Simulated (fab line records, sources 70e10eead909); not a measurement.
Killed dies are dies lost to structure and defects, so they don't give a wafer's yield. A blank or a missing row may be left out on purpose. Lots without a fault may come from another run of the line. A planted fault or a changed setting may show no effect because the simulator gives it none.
fab line records | flow nand_harc
record lots=6 wafers=18 last_day=24
route steps=1159 shown A_ONON_D1@430 END@1159
lots that met no fault: from a run of the same line without faults
start_h: hours from the record's first day to the start of the lot's first wafer shown | wait_h: hours since the lot's step before | " the same as in the row above | L1.1+2: a row that stands for several wafers | - no value, or no start given | * or withheld: withheld | < > ~ a bound
route shown NAME@n: a module of which the file shows steps, and the number in the route of the first | usual: mean/standard deviation of fault-free wafers | same: alike in all rows | chamber/n: place in a boat | sites: the reading at each site | _std_site: their standard deviation | _edge_site: outer sites' mean less inner sites' | radius_mm: how far each site lies from the wafer's centre | mask NAME#n: copy n | behind: the tool/chamber that last shaped the wafer | hold: why the lot was held/for how many hours/how that ended | device: the transistor (n, p or np) that didn't switch | end of line: the same wafers' tests at the end of the route | a step without rows: its recipe alone | killed: dies lost to structure and defects at the first sort, not the wafer's yield | map: a wafer's dies, x killed, . not, _ none there
set.NAME: the setting as run; set.NAME@STEP: as run at that earlier step | model.NAME: the simulator's own value behind a step, which no gauge read
lots at some steps of the route; a table a step, a row a wafer
services: from which hour (start_h, from the record's first day; less than 0 if before it) a tool's chamber was out of use, for how many hours, and why
## steps
# step NHARC_A_ONON_D1_DEP_09
# recipe target_thk_a=10000 n2_flow_sccm=2750 n2o_flow_sccm=2000 nh3_flow_sccm=500 sih4_flow_sccm=210 temp_c=400
# step NHARC_A_ONON_D1_THK_MEAS_11
# recipe thk_meas_gauge=ellipsometry
# usual thk_nm=1001/9.4
# columns lot.wafer tool chamber start_h wait_h thk_nm
L180.4 film_metro-02 - 188.21 - 1010
L180.5 " - " " 1011
L180.6 " - " " 1009
L190.1 film_metro-02 - 236.32 - 1012
L190.2 " - " " 1011
L190.3 " - " " 1010
L187.1 film_metro-01 - 243.77 - 1009
L187.4 " - " " 1010
L187.6 " - " " 1009
L188.1 film_metro-02 - 253.13 - 1011
L188.2 " - " " 1011
L188.4 " - " " 1010
L195.1 film_metro-02 - 269.74 - 1009
L195.2 " - " " 1009
L195.4 " - " " 1008
L197.3 film_metro-02 - 288.06 - 1011
L197.4 " - " " 1012
L197.6 " - " " 1008
# step NHARC_A_ONON_D1_DEP_12
# recipe target_thk_a=10000 n2_flow_sccm=2750 n2o_flow_sccm=2000 nh3_flow_sccm=500 sih4_flow_sccm=210 temp_c=400
# step NHARC_A_ONON_D1_THK_MEAS_14
# recipe thk_meas_gauge=ellipsometry
# usual thk_nm=997/9.8
# columns lot.wafer tool chamber start_h wait_h thk_nm
L180.4 film_metro-02 - 188.77 - 996
L180.5 " - " " 995
L180.6 " - " " 994
L190.1 film_metro-01 - 236.88 - 1001
L190.2 " - " " 999
L190.3 " - " " 1000
L187.1 film_metro-02 - 244.34 - 1008
L187.4 " - " " 1008
L187.6 " - " " 1009
L188.1 film_metro-01 - 253.71 - 1015
L188.2 " - " " 1016
L188.4 " - " " 1016
L195.1 film_metro-02 - 270.33 - 987
L195.2 " - " " 988
L195.4 " - " " 987
L197.3 film_metro-01 - 288.63 - 1002
L197.4 " - " " 1001
L197.6 " - " " 1003
# step NHARC_A_ONON_D1_ANNEAL_15
# recipe temp_c=750 time_s=3600
# step NHARC_A_ONON_D1_DEP_16
# recipe target_thk_a=10000 n2_flow_sccm=2750 n2o_flow_sccm=2000 nh3_flow_sccm=500 sih4_flow_sccm=210 temp_c=400
# step NHARC_A_ONON_D1_THK_MEAS_18
# recipe thk_meas_gauge=ellipsometry
# usual thk_nm=1001/10
# columns lot.wafer tool chamber start_h wait_h thk_nm
L180.4 film_metro-01 - 196.87 - 1004
L180.5 " - " " 1004
L180.6 " - " " 1002
L190.1 film_metro-02 - 246.65 - 997
L190.2 " - " " 995
L190.3 " - " " 997
L187.1 film_metro-01 - 251.64 - 977
L187.4 " - " " 978
L187.6 " - " " 978
L188.1 film_metro-01 - 262.85 - 1005
L188.2 " - " " 1005
L188.4 " - " " 1003
L195.1 film_metro-02 - 278.10 - 995
L195.2 " - " " 998
L195.4 " - " " 996
L197.3 film_metro-01 - 298.72 - 994
L197.4 " - " " 994
L197.6 " - " " 995
# step NHARC_A_ONON_D1_DEP_19
# recipe target_thk_a=10000 n2_flow_sccm=2750 n2o_flow_sccm=2000 nh3_flow_sccm=500 sih4_flow_sccm=210 temp_c=400
# step NHARC_A_ONON_D1_THK_MEAS_21
# recipe thk_meas_gauge=ellipsometry
# usual thk_nm=1001/12
# columns lot.wafer tool chamber start_h wait_h thk_nm
L180.4 film_metro-02 - 197.43 - 988
L180.5 " - " " 989
L180.6 " - " " 988
L190.1 film_metro-01 - 247.22 - 994
L190.2 " - " " 994
L190.3 " - " " 997
L187.1 film_metro-01 - 252.22 - 988
L187.4 " - " " 989
L187.6 " - " " 989
L188.1 film_metro-01 - 263.42 - 1008
L188.2 " - " " 1005
L188.4 " - " " 1006
L195.1 film_metro-01 - 278.67 - 1030
L195.2 " - " " 1030
L195.4 " - " " 1031
L197.3 film_metro-01 - 299.28 - 991
L197.4 " - " " 992
L197.6 " - " " 992
# step NHARC_A_ONON_D1_DEP_22
# recipe target_thk_a=10000 n2_flow_sccm=2750 n2o_flow_sccm=2000 nh3_flow_sccm=500 sih4_flow_sccm=210 temp_c=400
# step NHARC_A_ONON_D1_THK_MEAS_24
# recipe thk_meas_gauge=ellipsometry
# usual thk_nm=998/9.7
# columns lot.wafer tool chamber start_h wait_h thk_nm
L180.4 film_metro-01 - 198.00 - 987
L180.5 " - " " 988
L180.6 " - " " 984
L190.1 film_metro-02 - 247.78 - 1020
L190.2 " - " " 1018
L190.3 " - " " 1018
L187.1 film_metro-01 - 252.79 - 997
L187.4 " - " " 998
L187.6 " - " " 999
L188.1 film_metro-02 - 263.99 - 1000
L188.2 " - " " 1000
L188.4 " - " " 1000
L195.1 film_metro-02 - 279.25 - 982
L195.2 " - " " 982
L195.4 " - " " 980
L197.3 film_metro-02 - 299.84 - 995
L197.4 " - " " 994
L197.6 " - " " 995
# step NHARC_A_ONON_D1_DEP_25
# recipe target_thk_a=10000 n2_flow_sccm=2750 n2o_flow_sccm=2000 nh3_flow_sccm=500 sih4_flow_sccm=210 temp_c=400
# columns lot.wafer tool chamber start_h wait_h
L180.4+5+6 pecvd_onon-02 0 198.22 0.2
L190.1+2+3 pecvd_onon-03 0 247.84 0.1
L187.1+4+6 pecvd_onon-03 0 252.84 0.1
L188.1+2+4 pecvd_onon-03 0 264.05 0.1
L195.1+2+4 pecvd_onon-02 0 279.30 0.1
L197.3+4+6 pecvd_onon-01 0 300.01 0.2
# step NHARC_A_ONON_D1_THK_MEAS_27
# recipe thk_meas_gauge=ellipsometry
# usual thk_nm=1000/8.7
# columns lot.wafer tool chamber start_h wait_h thk_nm
L180.4 film_metro-01 - 198.56 - 992
L180.5 " - " " 994
L180.6 " - " " 992
L190.1 film_metro-02 - 248.35 - 979
L190.2 " - " " 982
L190.3 " - " " 980
L187.1 film_metro-01 - 253.35 - 1634
L187.4 " - " " 1639
L187.6 " - " " 1636
L188.1 film_metro-01 - 264.56 - 1620
L188.2 " - " " 1620
L188.4 " - " " 1621
L195.1 film_metro-01 - 279.81 - 1005
L195.2 " - " " 1004
L195.4 " - " " 1003
L197.3 film_metro-01 - 300.41 - 1001
L197.4 " - " " 998
L197.6 " - " " 999
# step NHARC_A_ONON_D1_DEP_28
# recipe target_thk_a=10000 n2_flow_sccm=2750 n2o_flow_sccm=2000 nh3_flow_sccm=500 sih4_flow_sccm=210 temp_c=400
# step NHARC_END_SORT_01
# recipe temp_c=25
# usual killed_at_array=29/12 killed_at_other=0.7/1 killed_at_periphery=4/3.2 killed_dies=34/12 killed_open=3.4/2 killed_short=1.8/1.3
# same gross_dies=677
# columns lot.wafer tool chamber start_h wait_h killed_at_array killed_at_other killed_at_periphery killed_dies killed_open killed_short
L187.1 prober-02 0 505.21 2.5 672 0 5 677 2 2
L187.4 prober-02 0 507.59 3.4 673 0 4 677 1 3
L187.6 prober-02 0 509.18 4.0 671 0 6 677 2 1
L188.1 prober-01 0 530.10 2.5 677 0 0 677 0 1
L188.2 prober-01 0 530.91 2.8 676 0 1 677 1 0
L188.4 prober-01 0 532.52 3.4 675 1 1 677 2 3
L195.1 prober-02 0 573.93 2.5 44 2 1 47 6 3
L195.4 prober-02 0 576.33 3.4 53 1 1 55 6 3
# killed by level:class
L187.1 A_ONON_D1:area_dep=633 A_SLIT:chamber_film_flake=13 A_CHANNEL_HOLE_D1:chamber_film_flake=10 A_CONTACT:chamber_film_flake=5 A_STAIRCASE:chamber_film_flake=4 A_M0:chamber_film_flake=4 P_BONDPAD:chamber_film_flake=3 A_WL_FILL:geometric_particle:short=2
L187.4 A_ONON_D1:area_dep=635 A_SLIT:chamber_film_flake=14 A_CHANNEL_HOLE_D1:chamber_film_flake=9 A_CONTACT:chamber_film_flake=4 A_M0:chamber_film_flake=4 A_M1:chamber_film_flake=3 P_BONDPAD:chamber_film_flake=2 P_M0:geometric_particle:short=1
L187.6 A_ONON_D1:area_dep=635 A_CHANNEL_HOLE_D1:chamber_film_flake=12 A_SLIT:chamber_film_flake=12 A_CONTACT:chamber_film_flake=4 P_BONDPAD:chamber_film_flake=3 A_STAIRCASE:chamber_film_flake=3 A_M0:chamber_film_flake=3 P_M0:geometric_particle:short=1
L188.1 A_ONON_D1:area_dep=663 A_STAIRCASE:chamber_film_flake=7 A_CHANNEL_HOLE_D1:chamber_film_flake=4 A_WL_FILL:geometric_particle:short=1 A_CHANNEL_FILL_D1:chamber_film_flake=1 A_CONTACT:chamber_film_flake=1
L188.2 A_ONON_D1:area_dep=660 A_CHANNEL_HOLE_D1:chamber_film_flake=5 A_CONTACT:chamber_film_flake=5 A_STAIRCASE:chamber_film_flake=4 P_M0:geometric_particle:open=1 A_ZERO_WELL:chamber_film_flake=1 A_WL_FILL:chamber_film_flake=1
L188.4 A_ONON_D1:area_dep=661 A_CHANNEL_HOLE_D1:chamber_film_flake=4 A_CONTACT:chamber_film_flake=3 A_STAIRCASE:chamber_film_flake=2 A_WL_FILL:chamber_film_flake=2 P_STI:geometric_particle:open=1 A_CHANNEL_HOLE_D1:geometric_particle:open=1 A_CHANNEL_FILL_D1:geometric_particle:short=1
L195.1 A_CHANNEL_HOLE_D1:chamber_film_flake=16 A_SLIT:chamber_film_flake=12 A_STAIRCASE:chamber_film_flake=5 A_ONON_D1:geometric_particle:short=2 A_SGD_CUT:geometric_particle:open=2 A_CONTACT:geometric_particle:open=2 A_CONTACT:chamber_film_flake=2 THIN_TSV:chamber_film_flake=2
L195.4 A_CHANNEL_HOLE_D1:chamber_film_flake=22 A_SLIT:chamber_film_flake=16 A_STAIRCASE:chamber_film_flake=5 A_CONTACT:geometric_particle:open=4 A_WL_FILL:chamber_film_flake=2 P_M0:geometric_particle:short=1 A_CHANNEL_HOLE_D1:geometric_particle:open=1 A_SGD_CUT:geometric_particle:short=1
# map L187.1 (x killed, . not)
____________x____________
_________xxxxxxx_________
_______xxxxxxxxxxx_______
______xxxxxxxxxxxxx______
_____xxxxxxxxxxxxxxx_____
____xxxxxxxxxxxxxxxxx____
____xxxxxxxxxxxxxxxxx____
___xxxxxxxxxxxxxxxxxxx___
___xxxxxxxxxxxxxxxxxxx___
__xxxxxxxxxxxxxxxxxxxxx__
__xxxxxxxxxxxxxxxxxxxxx__
_xxxxxxxxxxxxxxxxxxxxxxx_
_xxxxxxxxxxxxxxxxxxxxxxx_
_xxxxxxxxxxxxxxxxxxxxxxx_
_xxxxxxxxxxxxxxxxxxxxxxx_
_xxxxxxxxxxxxxxxxxxxxxxx_
xxxxxxxxxxxxxxxxxxxxxxxxx
xxxxxxxxxxxxxxxxxxxxxxxxx
xxxxxxxxxxxxxxxxxxxxxxxxx
xxxxxxxxxxxxxxxxxxxxxxxxx
xxxxxxxxxxxxxxxxxxxxxxxxx
_xxxxxxxxxxxxxxxxxxxxxxx_
_xxxxxxxxxxxxxxxxxxxxxxx_
_xxxxxxxxxxxxxxxxxxxxxxx_
_xxxxxxxxxxxxxxxxxxxxxxx_
_xxxxxxxxxxxxxxxxxxxxxxx_
__xxxxxxxxxxxxxxxxxxxxx__
__xxxxxxxxxxxxxxxxxxxxx__
___xxxxxxxxxxxxxxxxxxx___
___xxxxxxxxxxxxxxxxxxx___
____xxxxxxxxxxxxxxxxx____
____xxxxxxxxxxxxxxxxx____
_____xxxxxxxxxxxxxxx_____
______xxxxxxxxxxxxx______
_______xxxxxxxxxxx_______
_________xxxxxxx_________
____________x____________
# map L188.1 (x killed, . not)
____________x____________
_________xxxxxxx_________
_______xxxxxxxxxxx_______
______xxxxxxxxxxxxx______
_____xxxxxxxxxxxxxxx_____
____xxxxxxxxxxxxxxxxx____
____xxxxxxxxxxxxxxxxx____
___xxxxxxxxxxxxxxxxxxx___
___xxxxxxxxxxxxxxxxxxx___
__xxxxxxxxxxxxxxxxxxxxx__
__xxxxxxxxxxxxxxxxxxxxx__
_xxxxxxxxxxxxxxxxxxxxxxx_
_xxxxxxxxxxxxxxxxxxxxxxx_
_xxxxxxxxxxxxxxxxxxxxxxx_
_xxxxxxxxxxxxxxxxxxxxxxx_
_xxxxxxxxxxxxxxxxxxxxxxx_
xxxxxxxxxxxxxxxxxxxxxxxxx
xxxxxxxxxxxxxxxxxxxxxxxxx
xxxxxxxxxxxxxxxxxxxxxxxxx
xxxxxxxxxxxxxxxxxxxxxxxxx
xxxxxxxxxxxxxxxxxxxxxxxxx
_xxxxxxxxxxxxxxxxxxxxxxx_
_xxxxxxxxxxxxxxxxxxxxxxx_
_xxxxxxxxxxxxxxxxxxxxxxx_
_xxxxxxxxxxxxxxxxxxxxxxx_
_xxxxxxxxxxxxxxxxxxxxxxx_
__xxxxxxxxxxxxxxxxxxxxx__
__xxxxxxxxxxxxxxxxxxxxx__
___xxxxxxxxxxxxxxxxxxx___
___xxxxxxxxxxxxxxxxxxx___
____xxxxxxxxxxxxxxxxx____
____xxxxxxxxxxxxxxxxx____
_____xxxxxxxxxxxxxxx_____
______xxxxxxxxxxxxx______
_______xxxxxxxxxxx_______
_________xxxxxxx_________
____________x____________
## services
# columns tool chamber start_h hours kind
pecvd_onon-01 - 195.10 13.0 pm
pecvd_onon-02 - 292.02 13.0 pm
## key
first_sign step=NHARC_A_ONON_D1_THK_MEAS_27 reading=thk_nm direction=up sigmas=72 usual=1000 struck=1628
effect step=NHARC_END_SORT_01 reading=killed_dies direction=up sigmas=55 usual=34 struck=677
more_kills_born_at NHARC_A_ONON_D1_DEP_25@pecvd_onon-03=3887
met_at NHARC_A_ONON_D1_DEP_25
struck_wafers L187.1,L187.4,L187.6,L188.1,L188.2,L188.4
later_rows_left_out L187.1,L187.4,L187.6,L188.1,L188.2,L188.4
tester_left_out L187,L188
onset_between 247.84 252.84
fault kind=process_parameter_drift tool=pecvd_onon-03 chamber=0 onset_h=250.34 steps=NHARC_A_ONON_D1_DEP_25 channel=target_thk_a offset=* shape=step end_h=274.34 acts_in=* stated=*
# tester_left_out: of these lots the tester's yield and bins aren't shown, on N5 and GAA mostly nor the transistor test; their killed dies are dies lost to structure and defects alone, not to doping, threshold or leakage, so they don't give the yield
# later_rows_left_out: the simulator's readings of these wafers behind a module that went badly wrong aren't trusted and aren't shown, but for the sort
